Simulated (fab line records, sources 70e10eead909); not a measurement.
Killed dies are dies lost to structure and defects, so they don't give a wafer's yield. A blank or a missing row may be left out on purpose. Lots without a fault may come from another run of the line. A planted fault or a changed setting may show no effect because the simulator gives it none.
Chamber matching | flow nand_harc | NHARC_A_SLIT_ETCH_24 on rie_diel-05: 4 sister chambers
The step etches the open film in CF4/CHF3, target depth 121 nm, time 60.5 s. 4 wafers are shown with their chamber, then 8 later ones without.

WAFERS WITH THEIR CHAMBER
wafer  | chamber | drypump_motor_current_A (A)
L081.1 | 0       | 5.90
L081.2 | 2       | 5.70
L081.3 | 3       | 5.62
L083.2 | 1       | 5.31

WAFERS WITHOUT THEIR CHAMBER
wafer  | drypump_motor_current_A (A)
L083.5 | 5.90
L083.6 | 5.28
L084.3 | 5.74
L084.4 | 5.88
L084.5 | 5.29
L089.2 | 5.72
L089.3 | 5.63
L089.6 | 5.64

WHICH CHAMBER EACH WENT THROUGH
wafer  | from the rows above     | in truth
L083.5 | 0                       | 0
L083.6 | 1                       | 1
L084.3 | 2                       | 2
L084.4 | 0                       | 0
L084.5 | 1                       | 1
L089.2 | 2                       | 2
L089.3 | 3                       | 3
L089.6 | can't be placed: 3 or 2 | 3
Placed correctly: 7 of 8. Can't be placed from these rows: 1 (the true chamber is among the candidates in 1). Placed wrongly: 0.
How it was worked out, from the rows above alone: a wafer's distance from a chamber is the root of the sum, over the readings, of the square of ((its reading less the chamber's mean) divided by the reading's scatter). The wafer belongs to the nearest chamber; if the next one is less than 2 further off, it can't be placed. A chamber's mean is the mean of its shown wafers. The scatter: with one shown wafer a chamber, the root of the mean of the squares of how far each hidden wafer lies from its nearest shown one.
